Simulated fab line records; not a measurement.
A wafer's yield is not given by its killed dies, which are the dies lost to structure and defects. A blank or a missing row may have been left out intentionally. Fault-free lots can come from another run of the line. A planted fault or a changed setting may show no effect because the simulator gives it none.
Chamber matching -- flow n5 finfet -- rie diel-01 running N5_BEOL_M4_ETCHBACK_99: 4 sister chambers
The step etches SiO2 in CHF3, target depth 5 nm, time 10.4 s. 4 wafers are shown with their chamber, then 12 later ones without.

== WAFERS PAIRED WITH THEIR CHAMBERS ==
wafer,chamber,drypump motor current A (A)
L087.4,3,6.2
L092.2,1,5.1
L092.4,0,5.7
L092.5,2,5.3

== WAFERS WITH NO CHAMBER GIVEN ==
wafer,drypump motor current A (A)
L093.2,6.3
L093.3,5.7
L093.4,5.3
L095.1,5.1
L095.2,5.4
L095.3,5.8
L095.4,6.3
L095.5,5.4
L095.6,5.1
L097.1,5.1
L097.2,5.3
L097.5,6.3

== THE CHAMBER EACH PASSED THROUGH ==
wafer,from the rows above,in truth
L093.2,3,3
L093.3,0,0
L093.4,2,2
L095.1,1,1
L095.2,2,2
L095.3,0,0
L095.4,3,3
L095.5,2,2
L095.6,1,1
L097.1,1,1
L097.2,2,2
L097.5,3,3
12 of 12 placed correctly. Can't be placed from these rows: 0. Wrongly placed: 0.
How it was worked out, from the rows above alone: a wafer's distance from a chamber is the root of the sum, over the readings, of the square of ((its reading less the chamber's mean) divided by the reading's scatter). If the next closest chamber is less than 2 further off than the closest, the wafer can't be placed; otherwise it belongs to the closest. For every chamber, the mean is computed from those of its wafers that are shown. The scatter (one wafer shown for each chamber): square how far every hidden wafer sits from the nearest shown wafer, average those squares and take the square root.
